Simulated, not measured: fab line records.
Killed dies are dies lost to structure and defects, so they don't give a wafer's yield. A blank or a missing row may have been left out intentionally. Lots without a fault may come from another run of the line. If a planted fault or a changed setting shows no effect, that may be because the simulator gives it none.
A struck lot beside a sound one	flow n5 finfet	20 steps out of a route of 1938
Sound: wafers L558.1, L558.5, L558.6. Wafers L570.2, L570.5, L570.6 were the ones struck. The cause is given at the end.
At each step with rows: each side's tool, then ch and its chambers, then its first start. Under that, the readings that differ: sound wafers	struck wafers	difference of the means	sigmas: that difference in standard deviations of wafers without a fault.
alike: same words and numbers on both sides, and readings whose means sit less than 2 such deviations apart. not compared: any withheld reading, any reading some wafer has no value for, any bound like >300 that may hide the same value, and any number with overlapping values for which the record gives no deviation.
The two part at a step that has a row with sigmas, a row that says differs or no value, or rows on one side only. When numbers do not overlap yet have no deviation, they are printed without sigmas and do not part them. Lack of a reading on every wafer of one side parts them only where that side has two or more wafers.

first, 9 steps without rows for these wafers: N5_BEOL_M7_DESCUM_16 (chemistry O2, time 7.9 s); N5_BEOL_M7_ETCH_61 (etches SiARC in CF4, target depth 45.5 nm, time 75.8 s); N5_BEOL_M7_ETCH_62 (etches SOC in N2/H2, target depth 110 nm, overetch 22 nm, time 165 s); N5_BEOL_M7_STRIP_68 (strips in N2/H2); N5_BEOL_M7_STRIP_67 (strips in CF4); N5_BEOL_M7_HM_OPEN_17 (chemistry Cl2/BCl3, target TiN, target depth 20 nm, overetch 6 nm); N5_BEOL_M7_STRIP_19 (strips in O2); N5_BEOL_M7_COAT_63 (time 60 s, resist thk 60 nm); N5_BEOL_M7_COAT_64 (time 60 s, resist thk 12 nm).
N5_BEOL_M7_COAT_71: time 60 s, resist thk 5 nm.
  sound on litho track-02 ch 0, day 9 04:58; struck on litho track-02 ch 0, day 13 09:14
reading	sound	struck	difference	sigmas
spin speed rpm (rpm)	1500.5 1500.0 1500.8	1288.4 1291.1 1289.1	-210.9	-99 or more
model.underlayer_of_BEOL_M7_COAT_71.thk nm (nm)	5 5 5	5.4 5.4 5.4	+0.4	
then, 7 steps without rows for these wafers: N5_BEOL_M7_COAT_22 (resist thk 30 nm); N5_BEOL_M7_EBR_24; N5_BEOL_M7_SOFTBAKE_23 (time 60 s); N5_BEOL_M7_EXPOSE_25 (exposes mask V6, target cd 40 nm); N5_BEOL_M7_PEB_26 (peb time 60 s); N5_BEOL_M7_DEVELOP_27 (develop time 30 s); N5_BEOL_M7_DESCUM_33 (chemistry O2, time 7 s).
N5_BEOL_M7_ETCH_72: etches underlayer in N2/H2, target depth 6.5 nm, time 5.2 s.
  sound on rie diel-02 ch 0,1,2, day 9 05:52; struck on rie diel-03 ch 0,1,3, day 13 09:39
reading	sound	struck	difference	sigmas
etch rf on time s (s)	5.28 5.05 5.32	5.64 5.88 5.76	+0.54	+4
model.CAR-EUV_of_BEOL_M7_COAT_22.thk nm (nm)	20.4 20.4 20.4	19.6 19.8 19.8	-0.7	
model.etch.depth nm (nm)	5 5.008 5.007	5.378 5.394 5.371	+0.376	
  alike: bias w, drypump motor current A, oes product au, rf vpp V, showerhead plenum p Torr, throttle valve pct
  not compared: rf hours counter h
N5_BEOL_M7_ETCH_65: etches SiARC in CF4, target depth 15.6 nm, time 26 s.
  sound on rie diel-02 ch 0,1,2, day 9 05:53; struck on rie diel-03 ch 0,1,3, day 13 09:40
reading	sound	struck	difference	sigmas
model.CAR-EUV_of_BEOL_M7_COAT_22.thk nm (nm)	11.2 11.2 11.2	10.4 10.6 10.6	-0.7	
  alike: bias w, drypump motor current A, etch rf on time s, oes product au, rf vpp V, showerhead plenum p Torr, throttle valve pct
  not compared: rf hours counter h
then, 1 step without rows for these wafers: N5_BEOL_M7_ETCH_66 (etches SOC in N2/H2, target depth 80 nm, overetch 16 nm, time 120 s).

## WHERE THEY PART
Last at N5_BEOL_M7_ETCH_72 as far as this record goes, first at N5_BEOL_M7_COAT_71. Later steps at which nothing parts them and some readings are alike: N5_BEOL_M7_ETCH_65.

WHY: what had been put in by the simulator
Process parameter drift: litho track-02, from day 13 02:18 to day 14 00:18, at N5_BEOL_M7_COAT_71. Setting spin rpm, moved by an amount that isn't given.
